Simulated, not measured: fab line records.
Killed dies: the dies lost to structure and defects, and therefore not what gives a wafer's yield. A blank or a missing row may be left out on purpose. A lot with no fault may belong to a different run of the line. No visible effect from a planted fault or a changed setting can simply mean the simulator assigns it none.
A single fault, viewed from 3 desks    flow nandHarc    what lay behind the numbers comes last; until then each desk has only its own

AT THE TOOL OWNER'S DESK: pecvd-03
The tool's own readings at NHARC_A_CHANNEL_HOLE_D1_DEP_01 (deposits SiON, target thk 140 nm): means of the sampled wafers that have a number, for each lot that ran on this tool. A lot is out of limits, marked OUT, if its mean lies more than 4 standard deviations from the usual mean; the brackets give that distance.
Columns: A = heaterPowerW at NHARC_A_CHANNEL_HOLE_D1_DEP_01, usual 809 W
lot   first seen here  A
L161  day 9 06:29      834
L168  day 11 12:35     859
L172  day 12 04:32     829
L176  day 12 20:55     792
L174  day 12 21:48     800
This desk found nothing out of limits on any of the 5 lots.

FROM THE METROLOGY DESK
What the gauges read for every lot (on any tool): the sampled wafers with a number, averaged. A lot is out of limits, marked OUT, if its mean lies more than 4 standard deviations from the usual mean; the brackets give that distance.
Columns: A = thkNm at NHARC_A_ONON_D1_THK_MEAS_18, usual 996 nm
lot   first seen here  A
L160  day 8 14:07      987
L158  day 9 01:29      999
L161  day 9 01:31      979
L162  day 9 09:54      984
L164  day 10 00:49     972
L165  day 10 08:28     1006
L166  day 10 08:28     1008
L168  day 11 07:40     1005
L171  day 11 23:14     1002
L172  day 11 23:14     1001
L176  day 12 15:58     1014
L174  day 12 15:59     997
This desk found nothing out of limits on any of the 12 lots.

THE DEFECT DESK
For each lot, the counts of the inspections along the route, averaged over the sampled wafers that have a number. A lot is out of limits, marked OUT, if its mean lies more than 4 standard deviations from the usual mean; the brackets give that distance.
Columns: A = rawDefectCount at NHARC_A_CHANNEL_HOLE_D1_INSPECT_12, usual 6.0; B = rawDefectCount at NHARC_A_CHANNEL_HOLE_D1_INSPECT_40, usual 61
lot   first seen here  A                        B
L160  day 8 22:35      6.3                      55
L158  day 9 07:06      7.7                      79
L161  day 9 07:19      7.3                      47
L162  day 9 15:34      3.7                      64
L164  day 10 06:25     3.3                      55
L165  day 10 14:09     7.0                      65
L166  day 10 15:18     6.3                      44
L168  day 11 13:26     6.0                      52
L171  day 12 04:59     6.7                      83
L172  day 12 05:22     440.0 (+99 or more) OUT  482 (+25) OUT
L176  day 12 21:45     431.3 (+99 or more) OUT  486 (+25) OUT
L174  day 12 22:29     440.7 (+99 or more) OUT  484 (+25) OUT
This desk finds L172, L174, L176 out of limits, L172 being first, at day 12 05:22 (rawDefectCount at NHARC_A_CHANNEL_HOLE_D1_INSPECT_12). Within limits: L160, L158, L161, L162, L164, L165, L166, L168, L171.

ALL TOGETHER
The defect desk could have raised an alarm at day 12 05:22, on L172, L174, L176.
The tool owner's desk saw nothing out of limits.
Nothing out of limits was seen by the metrology desk.
Tool owner's desk: L172, L174, L176 on record, inside its limits.
The metrology desk has L172, L174, L176 on record, within its limits.
On pecvd-03, each named lot ran NHARC_A_CHANNEL_HOLE_D1_DEP_01.

WHAT THE SIMULATOR PUT IN
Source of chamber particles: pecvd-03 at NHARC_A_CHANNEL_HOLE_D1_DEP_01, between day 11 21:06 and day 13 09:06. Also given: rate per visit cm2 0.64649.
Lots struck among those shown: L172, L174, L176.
Hours from the fault's start to each desk's first reading out of limits: the defect desk, 8.
